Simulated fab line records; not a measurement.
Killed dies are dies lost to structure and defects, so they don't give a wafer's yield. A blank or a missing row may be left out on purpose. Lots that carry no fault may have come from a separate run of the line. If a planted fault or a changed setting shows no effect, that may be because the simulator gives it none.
One fault seen from 2 desks	flow n5-finfet	each desk holds nothing but its own numbers, with what lay behind them at the end

## FROM THE METROLOGY DESK
Lot by lot, what the gauges showed, no matter which tool ran the lot: averages of those sampled wafers that carry a number. The brackets show how far a lot's mean lies from the usual mean; more than 4 standard deviations puts the lot out of limits, marked OUT.
Columns: A = PASS_OPEN_OVL at N5_PASSIVATION_OVL_MEAS_66, usual 0 nm
lot	first seen here	A
L628	day 12 11:38	1
L629	day 12 11:57	7
L630	day 12 17:45	-3
L632	day 13 03:19	-3
L633	day 13 03:42	-6
L636	day 14 16:50	-0
L642	day 15 21:04	6
L644	day 17 00:52	1
L646	day 17 01:08	0
L650	day 19 01:16	4
Finding of this desk: none of the 10 lots has anything out of limits.

## TOOL OWNER'S DESK, rie-diel-04
The tool's own readings at N5_BEOL_M2_ETCHBACK_99 (etches SiO2 in CHF3, target depth 5 nm, time 10.4 s): means of the sampled wafers that have a number, for each lot that ran on this tool. The brackets show how far a lot's mean lies from the usual mean; more than 4 standard deviations puts the lot out of limits, marked OUT.
Columns: A = CHF3_flow_sccm at N5_BEOL_M2_ETCHBACK_99, usual 12.01 sccm; B = drypump-motor-current-A at N5_BEOL_M2_ETCHBACK_99, usual 5.7 A; C = oes_f_703_au at N5_BEOL_M2_ETCHBACK_99, usual 0.76 a.u.; D = oes-product-au at N5_BEOL_M2_ETCHBACK_99, usual 0.76 a.u.; E = rf-vpp-V at N5_BEOL_M2_ETCHBACK_99, usual 239 V; F = showerhead-plenum-p-Torr at N5_BEOL_M2_ETCHBACK_99, usual 2.18 Torr; G = throttle-valve-pct at N5_BEOL_M2_ETCHBACK_99, usual 17.05 %
lot	first seen here	A	B	C	D	E	F	G
L628	day 6 20:35	11.99	6.1	0.77	0.78	244	2.16	17.16
L632	day 7 18:49	12.01	6.0	0.73	0.72	242	2.16	17.12
L636	day 9 15:07	12.01	6.0	0.75	0.75	243	2.18	17.14
L642	day 10 12:08	12.01	5.9	0.75	0.75	244	2.21	17.18
L650	day 12 14:08	11.97	6.0	0.75	0.74	241	2.18	17.28
Finding of this desk: none of the 5 lots has anything out of limits.

## ALL TOGETHER
Metrology desk: nothing out of limits seen.
The tool owner's desk saw nothing out of limits.

## WHAT THE SIMULATOR HAD INSERTED
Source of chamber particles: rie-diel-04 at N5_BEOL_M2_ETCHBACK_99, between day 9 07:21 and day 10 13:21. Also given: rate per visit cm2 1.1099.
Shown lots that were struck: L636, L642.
